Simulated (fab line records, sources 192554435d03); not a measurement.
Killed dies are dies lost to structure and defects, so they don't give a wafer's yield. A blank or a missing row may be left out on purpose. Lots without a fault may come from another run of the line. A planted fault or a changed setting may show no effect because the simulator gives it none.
Chamber matching | flow n5_finfet | N5_FIN_SAQP_ETCH_52 on rie_diel-01: 4 sister chambers
The step etches SOC in N2/H2, target depth 100 nm, overetch 20 nm, time 150 s. 4 wafers are shown with their chamber, then 9 later ones without.

WAFERS WITH THEIR CHAMBER
wafer  | chamber | throttle_valve_pct (%)
L088.2 | 0       | 17.53
L091.1 | 1       | 17.83
L091.4 | 2       | 17.74
L091.6 | 3       | 17.96

WAFERS WITHOUT THEIR CHAMBER
wafer  | throttle_valve_pct (%)
L092.1 | 17.99
L092.2 | 17.85
L092.3 | 17.78
L094.1 | 17.97
L094.4 | 17.86
L094.6 | 17.77
L097.1 | 17.85
L097.4 | 17.99
L097.6 | 17.84

WHICH CHAMBER EACH WENT THROUGH
wafer  | from the rows above     | in truth
L092.1 | 3                       | 3
L092.2 | 1                       | 1
L092.3 | can't be placed: 2 or 1 | 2
L094.1 | 3                       | 3
L094.4 | 1                       | 1
L094.6 | can't be placed: 2 or 1 | 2
L097.1 | 1                       | 1
L097.4 | 3                       | 3
L097.6 | 1                       | 1
Placed correctly: 7 of 9. Can't be placed from these rows: 2 (the true chamber is among the candidates in 2). Placed wrongly: 0.
How it was worked out, from the rows above alone: a wafer's distance from a chamber is the root of the sum, over the readings, of the square of ((its reading less the chamber's mean) divided by the reading's scatter). The wafer belongs to the nearest chamber; if the next one is less than 2 further off, it can't be placed. A chamber's mean is the mean of its shown wafers. The scatter: with one shown wafer a chamber, the root of the mean of the squares of how far each hidden wafer lies from its nearest shown one.
